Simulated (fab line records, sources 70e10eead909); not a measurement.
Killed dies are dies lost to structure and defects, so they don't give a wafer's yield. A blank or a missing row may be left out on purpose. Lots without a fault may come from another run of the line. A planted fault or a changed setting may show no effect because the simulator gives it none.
A struck lot beside a sound one | flow nand_harc | 14 steps out of a route of 1302
Sound: wafers L421.2, L421.3, L421.6. Struck: wafers L423.2, L423.5, L423.6. The cause comes at the end.
At each step with rows: each side's tool, then ch and its chambers, then its first start. Under that, the readings that differ: sound wafers | struck wafers | difference of the means | sigmas: that difference in standard deviations of wafers without a fault.
alike: readings whose means differ by less than 2 such deviations, and words and numbers that are the same on both sides. not compared: withheld readings, readings that some wafer has no value for, bounds like >300 that may hide the same value, and numbers for which the record gives no deviation and whose values overlap.
The two part at a step that has a row with sigmas, a row that says differs or no value, or rows on one side only. Numbers that don't overlap but have no deviation are shown without sigmas and don't part them. A reading that every wafer of one side lacks parts them only if that side has two wafers or more.

first, 4 steps without rows for these wafers: NHARC_A_CONTACT_EBR_04; NHARC_A_CONTACT_EXPOSE_05 (exposes mask A CC); NHARC_A_CONTACT_PEB_06 (peb time 65 s); NHARC_A_CONTACT_DEVELOP_07 (develop time 35 s).
NHARC_A_CONTACT_CD_MEAS_08: target cd 200 nm.
  sound on cd_sem-01 ch 0, day 25 19:46; struck on cd_sem-03 ch 0, day 26 11:46
  alike: cd_nm
NHARC_A_CONTACT_OVL_MEAS_09:
  sound on overlay-01, day 25 19:51; struck on overlay-01, day 26 11:50
  alike: overlay_x_nm, overlay_y_nm
NHARC_A_CONTACT_INSPECT_10:
  sound on defect_inspect-02, day 25 19:53; struck on defect_inspect-02, day 26 11:53
  alike: raw_defect_count
then, 1 step without rows for these wafers: NHARC_A_CONTACT_DESCUM_13 (chemistry O2, time 3 s).
NHARC_A_CONTACT_ETCH_88: etches the open film in CF4, target depth 39 nm, time 65 s.
  sound on rie_diel-13 ch 0,1,2, day 25 20:13; struck on rie_diel-13 ch 1,2,3, day 26 12:02
  alike: bias_w, cf4_flow_sccm, drypump_motor_current_A, mfc_ar_sccm, oes_product_au, rf_vpp_V, showerhead_plenum_p_Torr, throttle_valve_pct
  not compared: rf_hours_counter_h
NHARC_A_CONTACT_ETCH_89: etches the open film in N2/H2, target depth 260 nm, time 475.3 s.
  sound on rie_diel-13 ch 0,1,3; struck on rie_diel-13 ch 0,3
  alike: bias_w, chamber_pressure_mTorr, drypump_motor_current_A, mfc_ar_sccm, oes_product_au, rf_vpp_V, showerhead_plenum_p_Torr, throttle_valve_pct
  not compared: rf_hours_counter_h
NHARC_A_CONTACT_ETCH_30: etches the open film in CF4/CHF3, target depth 72.6 nm, time 36.3 s.
  sound on rie_diel-13 ch 2,3; struck on rie_diel-13 ch 1,2,3
  alike: bias_w, cf4_flow_sccm, chf3_flow_sccm, drypump_motor_current_A, mfc_ar_sccm, oes_product_au, rf_vpp_V, showerhead_plenum_p_Torr, throttle_valve_pct
  not compared: rf_hours_counter_h
NHARC_A_CONTACT_ETCH_31: etches the open film in O2/COS, target depth 2800 nm, time 728 s.
  sound on rie_diel-13 ch 1,2,3; struck on rie_diel-13 ch 0,3
  alike: bias_w, chamber_pressure_mTorr, drypump_motor_current_A, mfc_ar_sccm, oes_product_au, rf_vpp_V, showerhead_plenum_p_Torr, throttle_valve_pct
  not compared: rf_hours_counter_h
NHARC_A_CONTACT_ETCH_134: etches the open film in C4F8/O2/Ar, time 140 s, target depth 700 nm.
  sound on har_cap_etch-01 ch 0,1, day 25 21:32; struck on har_cap_etch-03 ch 0,1, day 26 13:10
  no value came back on the struck wafers for chamber_pressure_mTorr (mTorr), oes_air_line_au (a.u.); on the sound wafers chamber_pressure_mTorr (mTorr) reads 20.008 19.986 20.033
  not compared: rf_hours_counter_h
NHARC_A_CONTACT_ETCH_135: etches the open film in C4F8/O2/Ar, time 311 s, target depth 1912 nm.
  sound on har_cap_etch-01 ch 0,1, day 25 21:49; struck on har_cap_etch-03 ch 0,1, day 26 13:23
  alike: chamber_pressure_mTorr, oes_air_line_au
  not compared: rf_hours_counter_h

WHERE THEY PART
Only at NHARC_A_CONTACT_ETCH_134, within this record. Later steps at which nothing parts them and some readings are alike: NHARC_A_CONTACT_ETCH_135.

WHY: what the simulator had put in
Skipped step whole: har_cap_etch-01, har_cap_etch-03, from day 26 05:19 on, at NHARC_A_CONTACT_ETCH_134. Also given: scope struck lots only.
